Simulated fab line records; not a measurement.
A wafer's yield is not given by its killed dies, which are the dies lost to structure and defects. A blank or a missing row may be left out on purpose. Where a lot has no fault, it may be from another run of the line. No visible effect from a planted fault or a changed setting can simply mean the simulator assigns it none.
A lot that was struck, set against a sound lot    flow nand-harc    13 steps out of a route of 1302
Sound: wafers L692.1, L692.2, L692.6. Struck: wafer L702.6. (L702.2, L702.5 of the same lot were not struck and are left out.) The cause comes at the end.
Order at every step that has rows: each side's tool, ch and its chambers, its first start. Under that, the readings that differ: sound wafers    struck wafers    difference of the means    sigmas: that difference in standard deviations of wafers without a fault.
alike: readings whose means differ by less than 2 such deviations, and words and numbers that are the same on both sides. not compared: withheld readings, readings that some wafer has no value for, bounds like >300 that may hide the same value, and numbers for which the record gives no deviation and whose values overlap.
Wherever a step has rows on one side only, a row that says differs or no value, or a row with sigmas, the two part there. When numbers do not overlap yet have no deviation, they are printed without sigmas and do not part them. A reading missing from all wafers of one side parts the sides only when that side holds two or more wafers.

first, 9 steps without rows for these wafers: NHARC_A_STAIRCASE_DEHYDRATE_01 (time 120 s); NHARC_A_STAIRCASE_HMDS_02 (time 30 s); NHARC_A_STAIRCASE_COAT_03; NHARC_A_STAIRCASE_SOFTBAKE_04 (time 170 s); NHARC_A_STAIRCASE_EBR_05; NHARC_A_STAIRCASE_EXPOSE_06 (exposes mask STAIR); NHARC_A_STAIRCASE_PEB_07 (peb time 130 s); NHARC_A_STAIRCASE_DEVELOP_08 (time 140 s); NHARC_A_STAIRCASE_HARDBAKE_10 (time 140 s).
NHARC_A_STAIRCASE_DESCUM_11: chemistry O2, time 3 s.
  sound on rie-diel-05 ch 2,3, day 15 22:58; struck on rie-diel-05 ch 2, day 20 06:58
  alike: chamber-pressure-mTorr, drypump-motor-current-A, oes-product-au, rf-vpp-V, showerhead-plenum-p-Torr, throttle-valve-pct
  not compared: rf-hours-counter-h
NHARC_A_STAIRCASE_TRIM_12: chemistry O2, time 211.2 s.
  sound on rie-diel-05 ch 2,3, day 15 23:04; struck on rie-diel-05 ch 1, day 20 07:10
  alike: chamber-pressure-mTorr, drypump-motor-current-A, oes-product-au, rf-vpp-V, showerhead-plenum-p-Torr, throttle-valve-pct
  not compared: rf-hours-counter-h
NHARC_A_STAIRCASE_ETCH_13: etches the open film in C4F8/O2, target depth 100 nm, time 40.5 s.
  sound on rie-diel-05 ch 1,2, day 15 23:12; struck on rie-diel-05 ch 0, day 20 07:19
reading           sound           struck  difference  sigmas
run-length-s (s)  62.3 62.5 62.4  50.9    -11.5       -27
  alike: chamber-pressure-mTorr, oes-product-au, rf-vpp-V
  not compared: rf-hours-counter-h
NHARC_A_STAIRCASE_TRIM_14: chemistry O2, time 211.2 s.
  sound on rie-diel-05 ch 2,3; struck on rie-diel-05 ch 0
reading                          sound           struck  difference  sigmas
showerhead-plenum-p-Torr (Torr)  3.72 3.52 3.72  3.31    -0.34       -2
  alike: chamber-pressure-mTorr, drypump-motor-current-A, oes-product-au, rf-vpp-V, throttle-valve-pct
  not compared: rf-hours-counter-h

WHERE THEY PART
Last at NHARC_A_STAIRCASE_TRIM_14 as far as this record goes, first at NHARC_A_STAIRCASE_ETCH_13.

WHY: the cause the simulator had injected
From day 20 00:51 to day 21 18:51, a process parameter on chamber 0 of rie-diel-05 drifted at NHARC_A_STAIRCASE_ETCH_13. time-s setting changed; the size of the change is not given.
